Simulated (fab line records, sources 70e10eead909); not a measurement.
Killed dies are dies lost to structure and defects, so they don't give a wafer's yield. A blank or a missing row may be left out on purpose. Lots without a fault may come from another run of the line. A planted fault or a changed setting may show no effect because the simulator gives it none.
A struck lot beside a sound one | flow nand_harc | 14 steps out of a route of 1302
Sound: wafers L937.2, L937.5, L937.6. Struck: wafer L948.2. (L948.1 of the same lot was not struck and is left out.) The cause comes at the end.
At each step with rows: each side's tool, then ch and its chambers, then its first start. Under that, the readings that differ: sound wafers | struck wafers | difference of the means | sigmas: that difference in standard deviations of wafers without a fault.
alike: readings whose means differ by less than 2 such deviations, and words and numbers that are the same on both sides. not compared: withheld readings, readings that some wafer has no value for, bounds like >300 that may hide the same value, and numbers for which the record gives no deviation and whose values overlap.
The two part at a step that has a row with sigmas, a row that says differs or no value, or rows on one side only. Numbers that don't overlap but have no deviation are shown without sigmas and don't part them. A reading that every wafer of one side lacks parts them only if that side has two wafers or more.

first, 8 steps without rows for these wafers: NHARC_THIN_TSV_DEHYDRATE_25 (time 120 s); NHARC_THIN_TSV_HMDS_26 (time 30 s); NHARC_THIN_TSV_COAT_27; NHARC_THIN_TSV_SOFTBAKE_28 (time 95 s); NHARC_THIN_TSV_EBR_29; NHARC_THIN_TSV_EXPOSE_30 (exposes mask PAD); NHARC_THIN_TSV_PEB_31 (peb time 85 s); NHARC_THIN_TSV_DEVELOP_32 (time 70 s).
NHARC_THIN_TSV_CD_MEAS_33: target cd 5000 nm.
  sound on cd_sem-02 ch 0, day 25 10:13; struck on cd_sem-03 ch 0, day 30 03:52
  alike: cd_nm
then, 1 step without rows for these wafers: NHARC_THIN_TSV_HARDBAKE_34 (time 80 s).
NHARC_THIN_TSV_DESCUM_35: chemistry O2, time 3 s.
  sound on rie_diel-08 ch 0,1, day 25 10:22; struck on rie_diel-03 ch 3, day 30 04:03
  alike: drypump_motor_current_A, oes_product_au, rf_vpp_V, showerhead_plenum_p_Torr, throttle_valve_pct
  not compared: rf_hours_counter_h
NHARC_THIN_TSV_ETCH_59: etches the open film in Cl2/BCl3, target depth 880 nm, time 138.1 s.
  sound on rie_metal-03 ch 0,1, day 25 10:29; struck on rie_metal-01 ch 1, day 30 04:10
  reading                     | sound             | struck | difference | sigmas
  drypump_motor_current_A (A) | 5.1 5.0 5.8       | 6.8    | +1.5       | +3
  mfc_cl2_sccm (sccm)         | 59.59 59.86 60.14 | 60.45  | +0.59      | +3
  alike: oes_product_au, run_length_s, throttle_valve_pct
  not compared: rf_hours_counter_h
NHARC_THIN_TSV_ETCH_36: etches the open film in Cl2/BCl3, target depth 65 nm, time 18.571 s.
  sound on rie_metal-03 ch 0,1, day 25 10:46; struck on rie_metal-01 ch 1, day 30 04:25
  reading                     | sound          | struck | difference | sigmas
  drypump_motor_current_A (A) | 5.7 5.1 5.8    | 6.8    | +1.3       | +2
  run_length_s (s)            | 40.4 39.8 41.0 | 34.9   | -5.5       | -13
  alike: oes_product_au
  not compared: rf_hours_counter_h
NHARC_THIN_TSV_STRIP_56: strips in O2.
  sound on plasma_asher-01 ch 0,1, day 25 11:10; struck on plasma_asher-02 ch 0, day 30 04:35
  reading             | sound    | struck | difference | sigmas
  rf_refl_power_W (W) | 25 25 28 | 12     | -14        | -2
  alike: drypump_motor_current_A, heater_power_w
  not compared: rf_hours_counter_h

WHERE THEY PART
First at NHARC_THIN_TSV_ETCH_59; last, within this record, at NHARC_THIN_TSV_STRIP_56.

WHY: what the simulator had put in
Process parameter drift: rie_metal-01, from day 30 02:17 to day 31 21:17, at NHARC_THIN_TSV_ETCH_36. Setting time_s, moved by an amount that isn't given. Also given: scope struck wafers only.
